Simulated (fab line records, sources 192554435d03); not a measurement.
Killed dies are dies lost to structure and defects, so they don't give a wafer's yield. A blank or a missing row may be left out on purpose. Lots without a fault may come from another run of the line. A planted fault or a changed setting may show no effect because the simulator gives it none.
fab line records | flow n5_finfet
record lots=9 wafers=27 last_day=17
route steps=1938 shown BEOL_M4@1111 BEOL_M11@1540 PASSIVATION@1936
lots that met no fault: from a run of the same line without faults
start_h: hours from the record's first day to the start of the lot's first wafer shown | wait_h: hours since the lot's step before | " the same as in the row above | L1.1+2: a row that stands for several wafers | - no value, or no start given | * or withheld: withheld | < > ~ a bound
route shown NAME@n: a module of which the file shows steps, and the number in the route of the first | usual: mean/standard deviation of fault-free wafers | same: alike in all rows | chamber/n: place in a boat | sites: the reading at each site | _std_site: their standard deviation | _edge_site: outer sites' mean less inner sites' | radius_mm: how far each site lies from the wafer's centre | mask NAME#n: copy n | behind: the tool/chamber that last shaped the wafer | hold: why the lot was held/for how many hours/how that ended | device: the transistor (n, p or np) that didn't switch | end of line: the same wafers' tests at the end of the route | a step without rows: its recipe alone | killed: dies lost to structure and defects at the first sort, not the wafer's yield | map: a wafer's dies, x killed, . not, _ none there
set.NAME: the setting as run; set.NAME@STEP: as run at that earlier step | model.NAME: the simulator's own value behind a step, which no gauge read
steps of the route over a sample of lots; a table a step, a row a wafer
services: from which hour (start_h, from the record's first day; less than 0 if before it) a tool's chamber was out of use, for how many hours, and why
## steps
# step N5_BEOL_M4_RC_MEAS_101
# usual DIBL_N=36.3/1.7 DIBL_P=36.5/1.8 IOFF_N=0.16/0.033 IOFF_P=0.21/0.037 ION_N=675/11 ION_P=462/7.9 SS_N=71.6/0.64 SS_P=73.3/0.68 VT_N=249/3.3 VT_P=-250/3.3
# columns lot.wafer tool chamber start_h wait_h DIBL_N[mV/V] DIBL_P[mV/V] IOFF_N[nA/um] IOFF_P[nA/um] ION_N[uA/um] ION_P[uA/um] SS_N[mV/dec] SS_P[mV/dec] VT_N[mV] VT_P[mV]
L439.1 prober-01 0 175.39 0.0 37.0 37.9 0.16 0.23 674 464 71.5 73.7 249 -251
L439.4 " 0 " " 35.9 36.4 0.14 0.22 669 461 71.1 73.5 251 -250
L439.6 " 0 " " 36.4 36.4 0.14 0.21 675 471 71.3 73.1 251 -250
L438.1 prober-02 0 179.55 0.0 33.6 34.1 0.14 0.21 673 467 71.1 73.2 248 -248
L438.3 " 0 " " 36.4 37.0 0.18 0.25 679 468 72.3 73.4 250 -249
L438.5 " 0 " " 35.8 36.4 0.17 0.24 676 467 71.8 73.1 249 -246
L442.1 prober-02 0 182.85 0.0 37.3 37.5 0.18 0.23 680 470 71.2 72.8 247 -250
L442.2 " 0 " " 33.8 33.5 0.12 0.17 677 471 70.7 71.7 255 -253
L442.5 " 0 " " 35.5 36.1 0.15 0.21 683 476 72.1 72.8 250 -250
L450.1 prober-02 0 250.98 0.0 38.8 39.3 0.21 0.25 672 458 71.6 74.9 245 -249
L450.3 " 0 " " 36.4 34.7 0.15 0.17 665 448 71.3 72.5 253 -253
L450.5 " 0 " " 38.9 38.0 0.21 0.22 676 453 72.8 74.5 248 -250
L452.2 prober-02 0 256.66 0.2 37.0 36.3 0.17 0.24 677 463 71.6 73.4 249 -248
L452.3 " 0 " " 38.1 37.1 0.19 0.24 675 462 72.2 73.7 248 -246
L452.5 " 0 " " 39.1 38.9 0.21 0.27 686 465 72.7 73.8 248 -248
L456.4 prober-01 0 267.91 0.5 37.3 36.6 0.16 0.23 678 472 71.4 72.5 254 -245
L456.5 " 0 " " 36.3 35.8 0.15 0.22 662 460 71.4 73.4 253 -248
L456.6 " 0 " " 37.3 36.4 0.17 0.23 667 464 71.9 73.5 249 -247
L455.1 prober-02 0 270.29 0.0 37.0 38.3 0.22 0.22 705 462 72.0 73.2 243 -251
L455.2 " 0 " " 38.2 39.1 0.23 0.23 686 456 72.5 73.7 244 -248
L455.5 " 0 " " 37.9 38.9 0.24 0.23 683 458 72.2 73.6 240 -250
L457.2 prober-02 0 288.09 0.2 33.4 33.1 0.13 0.17 682 465 71.4 72.7 251 -254
L457.3 " 0 " " 35.3 34.8 0.16 0.19 677 462 71.3 73.6 247 -251
L457.4 " 0 " " 34.3 33.9 0.14 0.18 672 459 71.9 73.2 250 -252
L458.1 prober-02 0 291.64 0.0 40.0 40.9 0.28 0.27 717 475 72.9 74.6 241 -250
L458.4 " 0 " " 38.2 38.7 0.23 0.24 695 461 73.1 74.5 242 -249
L458.5 " 0 " " 37.6 37.9 0.21 0.22 687 459 71.7 73.4 245 -251
# step N5_BEOL_M11_HM_DEP_02
# recipe material=TiN target_thk_a=200 temp_c=25 chamber_pressure_pa=0.49996
# usual throttle_valve_pct=30.5/0.85
# columns lot.wafer tool chamber start_h wait_h throttle_valve_pct
L439.1 pvd_sputter-01 - 227.78 0.0 31.3
L439.4 " - " " 30.1
L439.6 " - " " 31.8
L438.1 pvd_sputter-02 - 230.51 1.4 30.4
L438.3 " - " " 29.6
L438.5 " - " " 30.7
L442.1 pvd_sputter-03 - 237.64 1.9 29.5
L442.2 " - " " 29.9
L442.5 " - " " 31.5
L450.1 pvd_sputter-01 - 308.93 1.8 30.8
L450.3 " - " " 31.8
L450.5 " - " " 32.3
L452.2 pvd_sputter-03 - 320.60 0.3 31.4
L452.3 " - " " 29.5
L452.5 " - " " 29.7
L456.4 pvd_sputter-01 - 324.89 1.5 30.3
L456.5 " - " " 32.0
L456.6 " - " " 30.4
L455.1 pvd_sputter-03 - 330.06 1.8 29.7
L455.2 " - " " 31.3
L455.5 " - " " 29.4
L457.2 pvd_sputter-03 - 343.06 0.6 29.9
L457.3 " - " " 31.4
L457.4 " - " " 29.6
L458.1 pvd_sputter-01 - 353.16 1.1 31.1
L458.4 " - " " 30.6
L458.5 " - " " 30.5
# step N5_BEOL_M11_CD_MEAS_11
# recipe target_cd_nm=64.1 landing_energy_ev=500 detector=se_inlens polarity=opening
# usual cd_nm=63.8/0.51
# columns lot.wafer tool chamber start_h wait_h cd_nm
L439.1 cd_sem-01 0 228.15 - 64.1
L439.4 " 0 " " 63.2
L439.6 " 0 " " 64.0
L438.1 cd_sem-02 0 231.01 - 64.5
L438.3 " 0 " " 64.2
L438.5 " 0 " " 63.7
L442.1 cd_sem-01 0 238.01 - 63.5
L442.2 " 0 " " 63.9
L442.5 " 0 " " 64.5
L450.1 cd_sem-01 0 309.49 - 63.3
L450.3 " 0 " " 62.8
L450.5 " 0 " " 62.7
L452.2 cd_sem-02 0 321.09 - 63.6
L452.3 " 0 " " 64.8
L452.5 " 0 " " 63.6
L456.4 cd_sem-03 0 325.36 - 63.4
L456.5 " 0 " " 63.8
L456.6 " 0 " " 64.3
L455.1 cd_sem-01 0 330.43 - 63.7
L455.2 " 0 " " 63.6
L455.5 " 0 " " 64.1
L457.2 cd_sem-01 0 343.43 - 63.6
L457.3 " 0 " " 63.0
L457.4 " 0 " " 64.4
L458.1 cd_sem-02 0 353.53 - 63.7
L458.4 " 0 " " 63.9
L458.5 " 0 " " 63.7
# step N5_BEOL_M11_OVL_MEAS_12
# recipe points_per_wafer=44
# usual M11_OVL=0.4/0.79
# same points_per_wafer=44
# columns lot.wafer tool chamber start_h wait_h M11_OVL[nm]
L439.1 overlay-01 0 228.18 0.0 -0.4
L439.4 " 0 " " 0.1
L439.6 " 0 " " 0.7
L438.1 overlay-01 0 231.04 0.0 -0.1
L438.3 " 0 " " 0.0
L438.5 " 0 " " -0.6
L442.1 overlay-02 0 238.04 0.0 -0.4
L442.2 " 0 " " 0.0
L442.5 " 0 " " 0.0
L450.1 overlay-02 0 309.52 0.0 0.7
L450.3 " 0 " " 0.1
L450.5 " 0 " " -0.1
L452.2 overlay-02 0 321.12 0.0 -0.7
L452.3 " 0 " " 1.1
L452.5 " 0 " " 0.5
L456.4 overlay-01 0 325.38 0.0 -0.1
L456.5 " 0 " " -1.0
L456.6 " 0 " " -0.5
L455.1 overlay-01 0 330.46 0.0 0.4
L455.2 " 0 " " 1.2
L455.5 " 0 " " 0.3
L457.2 overlay-01 0 343.46 0.0 1.4
L457.3 " 0 " " 2.2
L457.4 " 0 " " 2.2
L458.1 overlay-01 0 353.56 0.0 1.2
L458.4 " 0 " " 1.2
L458.5 " 0 " " -0.2
# step N5_BEOL_M11_STRIP_19
# recipe chemistry=O2 power_w=400 temp_c=40 pressure_mtorr=30 rf_frequency_hz=6e+07 bias_power_w=0 overash_fraction=0.2 o2_flow_sccm=225
# usual bias_power_w=0/0 chamber_pressure_mTorr=30.00/0.037 drypump_motor_current_A=5.7/0.42 o2_flow_sccm=224.9/0.7 oes_product_au=0.76/0.088 rf_vpp_V=3.6/0.6 showerhead_plenum_p_Torr=2.08/0.062 throttle_valve_pct=16.75/0.28
# columns lot.wafer tool chamber start_h wait_h bias_power_w chamber_pressure_mTorr drypump_motor_current_A o2_flow_sccm oes_product_au rf_hours_counter_h rf_vpp_V showerhead_plenum_p_Torr throttle_valve_pct
L439.1 rie_diel-04 2 228.82 0.1 0 30.00 6.2 225.2 0.73 174 4.4 2.09 16.94
L439.4 " 0 " " 0 30.01 5.2 224.2 0.71 209 3.6 1.98 16.78
L439.6 " 0 " " 0 30.05 5.2 224.6 0.71 - 2.9 1.98 16.76
L438.1 rie_diel-04 2 231.48 0.1 0 30.01 6.2 224.7 0.73 175 2.7 2.09 16.96
L438.3 " 0 " " 0 29.99 5.2 225.7 0.70 210 3.0 1.98 16.74
L438.5 " 0 " " 0 29.96 5.2 224.7 0.70 - 4.0 1.98 16.77
L442.1 rie_diel-04 2 238.52 0.1 0 29.97 6.2 225.0 0.74 178 4.4 2.09 16.95
L442.2 " 3 " " 0 29.92 5.3 225.5 0.96 8 3.7 2.08 16.14
L442.5 " 2 " " 0 30.02 6.2 225.7 0.73 - 4.6 2.09 16.95
L450.1 rie_diel-05 2 310.41 0.1 - - - - - - - - -
L450.3 " 3 " " - - - - - - - - -
L450.5 " 3 " " - - - - - - - - -
L452.2 rie_diel-04 1 321.58 0.1 - - - - - - - - -
L452.3 " 2 " " - - - - - - - - -
L452.5 " 1 " " - - - - - - - - -
L456.4 rie_diel-02 2 326.08 0.2 0 30.05 6.3 224.7 0.69 - 4.4 2.17 16.95
L456.5 " 0 " " 0 29.95 5.8 224.2 0.70 - 3.5 2.07 16.96
L456.6 " 1 " " 0 30.03 6.0 225.2 0.75 - 3.0 2.01 17.11
L455.1 rie_diel-04 0 330.90 0.1 0 30.01 5.2 225.2 0.68 234 3.3 1.97 16.83
L455.2 " 2 " " 0 30.01 6.2 225.4 0.71 201 3.8 2.08 17.01
L455.5 " 0 " " 0 30.04 5.2 224.8 0.68 - 4.1 1.97 16.81
L457.2 rie_diel-05 3 344.09 0.1 0 29.95 6.1 224.2 0.73 152 3.4 2.02 16.79
L457.3 " 1 " " 0 30.05 6.3 225.4 0.92 15 2.9 2.15 16.27
L457.4 " 2 " " 0 30.02 5.3 224.3 0.67 241 3.4 2.16 16.71
L458.1 rie_diel-05 3 354.00 0.1 0 29.93 6.1 224.8 0.73 155 3.1 2.02 16.83
L458.4 " 2 " " 0 30.00 5.3 224.9 0.67 245 2.4 2.16 16.71
L458.5 " 2 " " 0 30.05 5.3 224.7 0.67 - 3.0 2.15 16.72
# step N5_BEOL_M11_VIA_ETCH_34
# recipe chemistry=C4F6/O2 target=SiCOH_lowk target_depth_a=1845 mask_material=SOC taper_deg=4 time_s=69.2 ion_energy_ev=250 pressure_mtorr=30 source_w=345 bias_w=185 Ar_flow_sccm=300 C4F6_flow_sccm=10 O2_flow_sccm=10
# usual chamber_pressure_mTorr=29.998/0.027 drypump_motor_current_A=5.8/0.43 oes_product_au=0.76/0.086 rf_vpp_V=664/9.6 showerhead_plenum_p_Torr=2.84/0.073 throttle_valve_pct=20.97/0.26
# same time_s=69.2
# columns lot.wafer tool chamber start_h wait_h chamber_pressure_mTorr drypump_motor_current_A oes_product_au rf_hours_counter_h rf_vpp_V showerhead_plenum_p_Torr throttle_valve_pct
L439.1 rie_diel-05 3 230.60 0.0 30.018 6.1 0.78 113 660 2.76 20.91
L439.4 " 1 " " 29.966 6.3 0.67 240 645 2.93 20.89
L439.6 " 3 " " 29.966 6.1 0.78 - 658 2.76 20.90
L438.1 rie_diel-05 3 232.49 0.0 30.021 6.1 0.78 114 659 2.75 20.91
L438.3 " 0 " " 30.004 6.1 0.82 82 668 2.86 21.01
L438.5 " 0 " " 30.009 6.1 0.81 - 668 2.86 20.99
L442.1 rie_diel-02 1 239.63 0.0 30.001 6.0 0.75 131 667 2.75 21.28
L442.2 " 3 " " 30.046 5.8 0.69 241 658 2.82 20.81
L442.5 " 0 " " 30.001 5.8 0.71 - 674 2.81 21.11
L450.1 rie_diel-04 1 312.57 0.0 29.962 5.2 0.31 71 677 2.89 20.86
L450.3 " 2 " " 30.002 6.2 0.27 194 661 2.84 21.13
L450.5 " 2 " " 29.955 6.2 0.26 - 661 2.84 21.12
L452.2 rie_diel-05 1 322.69 0.0 30.059 6.3 0.35 9 645 2.92 20.30
L452.3 " 0 " " 29.994 6.1 0.29 114 667 2.85 20.87
L452.5 " 2 " " 29.978 5.3 0.26 - 649 2.92 20.67
L456.4 rie_diel-04 3 326.71 0.0 30.015 5.3 0.91 29 674 2.81 20.40
L456.5 " 2 " " 30.033 6.2 0.71 - 660 2.84 21.31
L456.6 " 1 " " 30.021 5.2 0.82 - 677 2.89 21.00
L455.1 rie_diel-05 1 331.81 0.0 29.977 6.3 0.92 11 645 2.92 20.48
L455.2 " 0 " " 30.024 6.1 0.77 117 667 2.85 21.04
L455.5 " 0 " " 30.033 6.1 0.77 - 667 2.85 21.05
L457.2 rie_diel-05 0 345.78 0.0 29.985 6.1 0.79 121 668 2.84 21.07
L457.3 " 1 " " 29.972 6.3 0.91 16 644 2.91 20.49
L457.4 " 3 " " 29.958 6.1 0.74 152 658 2.74 20.96
L458.1 rie_diel-04 2 354.88 0.0 30.003 6.2 0.69 208 660 2.84 21.32
L458.4 " 3 " " 29.983 5.3 0.91 39 672 2.80 20.41
L458.5 " 1 " " 29.954 5.3 0.82 - 678 2.89 21.03
# step N5_PASSIVATION_PROBE_49
# usual defect_limited_yield=91.3/1.5 killed_at_M0_to_M3=34/9.4 killed_at_M4_up=13/5.3 killed_at_contacts=13/5.7 killed_at_front_end=40/10 killed_at_other=3.7/2.8 killed_dies=103/17 killed_on_rim=13/4.2 killed_open=67/13 killed_short=35/8.5 sort_bin_4_leakage=0.00/0.016 sort_bin_5_function=5.0/0.98 sort_bin_6_memory=3.3/0.7 sort_n_pass=1077/17 sort_yield_pct=91.3/1.5
# same gross_dies=1180 killed_at_back_side=0 sort_bin_8_speed[%]=0
# columns lot.wafer tool chamber start_h wait_h defect_limited_yield[%] killed_at_M0_to_M3 killed_at_M4_up killed_at_contacts killed_at_front_end killed_at_other killed_dies killed_on_rim killed_open killed_short sort_bin_4_leakage[%] sort_bin_5_function[%] sort_bin_6_memory[%] sort_n_pass sort_yield_pct[%]
L450.1 prober-01 - 355.52 0.0 0 24 1089 11 51 5 1180 152 69 37 0 95.9 3.7 0 0
L450.3 prober-01 - 355.62 0.1 0 25 1074 18 59 4 1180 152 68 44 0 96.2 3.5 0 0
L450.5 prober-01 - 355.72 0.2 0 26 1093 15 38 8 1180 152 67 27 0 96.8 3.1 0 0
L452.2 prober-01 - 365.21 0.1 0 59 1048 17 52 4 1180 152 81 65 0 95.1 4.8 0 0
L452.3 prober-01 - 365.26 0.1 0 30 1096 15 34 5 1180 152 56 50 0 95.8 3.9 0 0
L452.5 prober-01 - 365.36 0.2 0 32 1065 24 55 4 1180 152 83 52 0 94.8 4.6 0 0
# killed by level:class
L450.1 BEOL_M11:area_etch=1073 MOL_CONTACT_COAG:geometric_particle:open=10 BEOL_M2:geometric_particle:open=9 STI_FIN_REVEAL:geometric_particle:open=7 FIN_SAQP:geometric_particle:open=6 GATE_CUT:geometric_particle:short=6 GATE_CUT:geometric_particle:open=6 BEOL_M4:geometric_particle:open=6
L450.3 BEOL_M11:area_etch=1068 FIN_SAQP:geometric_particle:open=13 MOL_CONTACT_COAG:geometric_particle:open=11 BEOL_M2:geometric_particle:open=10 STI_FIN_REVEAL:geometric_particle:open=8 FIN_SAQP:geometric_particle:short=7 MOL_CONTACT_COAG:geometric_particle:short=7 STI_FIN_REVEAL:geometric_particle:short=6
L450.5 BEOL_M11:area_etch=1086 MOL_CONTACT_COAG:geometric_particle:open=14 BEOL_M2:geometric_particle:open=12 GATE_CUT:geometric_particle:short=8 STARTING-WAFER:geometric_particle:open=7 FIN_SAQP:geometric_particle:open=6 BEOL_M0_SAQP:geometric_particle:open=4 FIN_SAQP:geometric_particle:short=3
L452.2 BEOL_M11:area_etch=1034 FIN_SAQP:geometric_particle:short=18 MOL_CONTACT_COAG:geometric_particle:open=15 BEOL_M0_SAQP:geometric_particle:short=15 BEOL_M0_SAQP:geometric_particle:open=14 BEOL_M2:geometric_particle:open=11 BEOL_M1:geometric_particle:open=11 FIN_SAQP:geometric_particle:open=9
L452.3 BEOL_M11:area_etch=1074 FIN_SAQP:geometric_particle:short=14 MOL_CONTACT_COAG:geometric_particle:open=12 FIN_SAQP:geometric_particle:open=9 BEOL_M1:geometric_particle:short=9 BEOL_M4:geometric_particle:open=7 BEOL_M0_SAQP:geometric_particle:open=6 BEOL_M4:geometric_particle:short=5
L452.5 BEOL_M11:area_etch=1043 MOL_CONTACT_COAG:geometric_particle:open=20 FIN_SAQP:geometric_particle:open=19 FIN_SAQP:geometric_particle:short=18 BEOL_M0_SAQP:geometric_particle:short=11 BEOL_M0_SAQP:geometric_particle:open=6 DUMMY_GATE:geometric_particle:open=5 BEOL_M4:geometric_particle:open=5
## services
# columns tool chamber start_h hours kind
rie_diel-04 1 229.69 7.4 repair
rie_diel-05 3 265.18 6.2 repair
rie_diel-02 3 267.81 - clean
rie_diel-02 3 267.81 - consumable_replace:focus_ring
rie_diel-02 3 267.81 36.6 scheduled_down
rie_diel-02 3 267.81 36.6 vent_cycle
rie_diel-05 1 271.34 - clean
rie_diel-05 1 271.34 - consumable_replace:focus_ring
rie_diel-05 1 271.34 21.2 scheduled_down
rie_diel-05 1 271.34 21.2 vent_cycle
rie_diel-04 - 273.42 14.6 pm
pvd_sputter-03 - 278.15 5.5 repair
rie_diel-02 0 279.54 8.0 repair
rie_diel-02 0 289.38 4.3 repair
pvd_sputter-02 - 294.67 5.9 repair
pvd_sputter-01 - 310.24 2.1 repair
rie_diel-02 0 316.61 4.1 repair
rie_diel-02 2 319.89 2.5 repair
rie_diel-02 3 323.57 29.4 repair
rie_diel-02 1 326.74 3.5 repair
## key
first_sign step=N5_BEOL_M11_STRIP_19 reading=tool_record direction=missing
effect step=N5_BEOL_M11_VIA_ETCH_34 reading=oes_product_au direction=down sigmas=5.4 usual=0.76 struck=0.29
effect step=N5_PASSIVATION_PROBE_49 reading=killed_at_M4_up direction=up sigmas=99+ usual=13 struck=1078
more_kills_born_at N5_BEOL_M11_ETCH_66@rie_diel-04=3227 N5_BEOL_M11_ETCH_66@rie_diel-05=3151
met_at N5_BEOL_M11_STRIP_19
struck_lots L450,L452
later_rows_left_out L450.1,L450.3,L450.5,L452.2,L452.3,L452.5
not_acting_at N5_BEOL_M11_HM_DEP_02,N5_BEOL_M11_CD_MEAS_11,N5_BEOL_M11_OVL_MEAS_12
onset_between 238.52 310.41
fault kind=skipped_step_whole tool=rie_diel-04,rie_diel-05 chamber=- onset_h=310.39 steps=N5_BEOL_M11_STRIP_19 scope=struck_lots_only
# later_rows_left_out: the simulator's readings of these wafers behind a module that went badly wrong aren't trusted and aren't shown, but for the sort
